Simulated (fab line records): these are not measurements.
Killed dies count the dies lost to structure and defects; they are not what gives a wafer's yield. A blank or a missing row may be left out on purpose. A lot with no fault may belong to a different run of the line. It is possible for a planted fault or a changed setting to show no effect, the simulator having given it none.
Split-lot study | flow n5Finfet | 21 wafers read across 7 lots, on a route 1938 steps long

== THE SPLIT ITSELF ==
At N5_BEOL_M8_VIA_ETCH_34 (etches SiCOH lowk in C4F6/O2, target depth 125.5 nm, time 50.5 s), the setting biasW was moved away from the recipe's 185 W on 3 of the 21 wafers read, by -14.7% to -9.8%. The other wafers ran this setting at the recipe's value.

The split's own step is where the reading is taken.

== THE READING ==
rfVppV, in V, at N5_BEOL_M8_VIA_ETCH_34 (etches SiCOH lowk in C4F6/O2, target depth 125.5 nm, time 50.5 s). On this fab line, fault-free wafers typically give 661 V with a standard deviation of 4.3 V.

wafer  | tool, chamber at the split | biasW as run, W | against the recipe | rfVppV, V | against lot-mates on the recipe
L075.2 | rieDiel-01, 3              | 185             | recipe             | 657       | -
L075.5 | rieDiel-01, 1              | 185             | recipe             | 655       | -
L075.6 | rieDiel-01, 2              | 185             | recipe             | 665       | -
L076.2 | rieDiel-06, 2              | 157.8           | -14.7%             | 579       | -74
L076.4 | rieDiel-06, 1              | 185             | recipe             | 653       | -
L076.6 | rieDiel-06, 1              | 185             | recipe             | 654       | -
L084.3 | rieDiel-01, 3              | 185             | recipe             | 657       | -
L084.4 | rieDiel-01, 2              | 185             | recipe             | 665       | -
L084.5 | rieDiel-01, 0              | 185             | recipe             | 662       | -
L088.3 | rieDiel-01, 1              | 185             | recipe             | 655       | -
L088.4 | rieDiel-01, 2              | 185             | recipe             | 665       | -
L088.5 | rieDiel-01, 3              | 185             | recipe             | 657       | -
L091.3 | rieDiel-06, 0              | 166.8           | -9.8%              | 614       | -43
L091.5 | rieDiel-06, 2              | 185             | recipe             | 657       | -
L091.6 | rieDiel-06, 3              | 166.8           | -9.8%              | 608       | -49
L093.2 | rieDiel-04, 3              | 185             | recipe             | 663       | -
L093.3 | rieDiel-04, 1              | 185             | recipe             | 662       | -
L093.4 | rieDiel-04, 0              | 185             | recipe             | 659       | -
L095.2 | rieDiel-01, 2              | 185             | recipe             | 664       | -
L095.3 | rieDiel-01, 0              | 185             | recipe             | 661       | -
L095.5 | rieDiel-01, 0              | 185             | recipe             | 663       | -

FIT RESULTS
A straight line over all 21 wafers: rfVppV changes by +5.24 V for each +1% of biasW; r = +0.98; the points scatter about the line by 4.2 V.
The same after taking each lot's own level away (the mean of its wafers on the recipe; 21 wafers): +4.89 V for each +1%; r = +0.99; scatter 3.2 V.
According to that fit, moving biasW by its largest amount changes the reading by 72 V.
Measured against the standard deviation above, the lots' own levels, which go from 653.5 to 662.7 V, span 2.1 times it.
The two slopes are in agreement: the lot-to-lot level therefore moves the slope only a little.
Check: for one of the wafers moved furthest among these (-14.7%), held out of the fit, the line's prediction against its lot-mates is -68.7 V. Against them it came out at -74.5 V.
Tool readings at the split's step, against how far the setting was moved: rfVppV r = +0.98.

== THE OTHER SPLITS THESE WAFERS WENT THROUGH ==
Other splits were also applied to these wafers ahead of the reading. Each is held against what the fit with the lots' levels taken away leaves over:
other split on the same wafers    | wafers away from the commonest value | r with rfVppV (lot level and that fit taken away)
N5_BEOL_M5_COAT_05 spinRpm        | 2                                    | +0.24
N5_BEOL_M5_ETCH_72 sourceW        | 10                                   | -0.34
N5_BEOL_M5_SPUTTER_48 timeS       | 10                                   | -0.04
N5_BEOL_M6_TRENCH_ETCH_37 timeS   | 5                                    | +0.03
N5_BEOL_M7_TRENCH_ETCH_37 sourceW | 6                                    | -0.20
N5_BEOL_M7_ETCH_41 sourceW        | 8                                    | +0.27
N5_BEOL_M8_DESCUM_33 timeS        | 3                                    | +0.13

== THE FILE'S OWN FIT ==
rfVppV changes by +4.94 V for each +1% of biasW, r = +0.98.
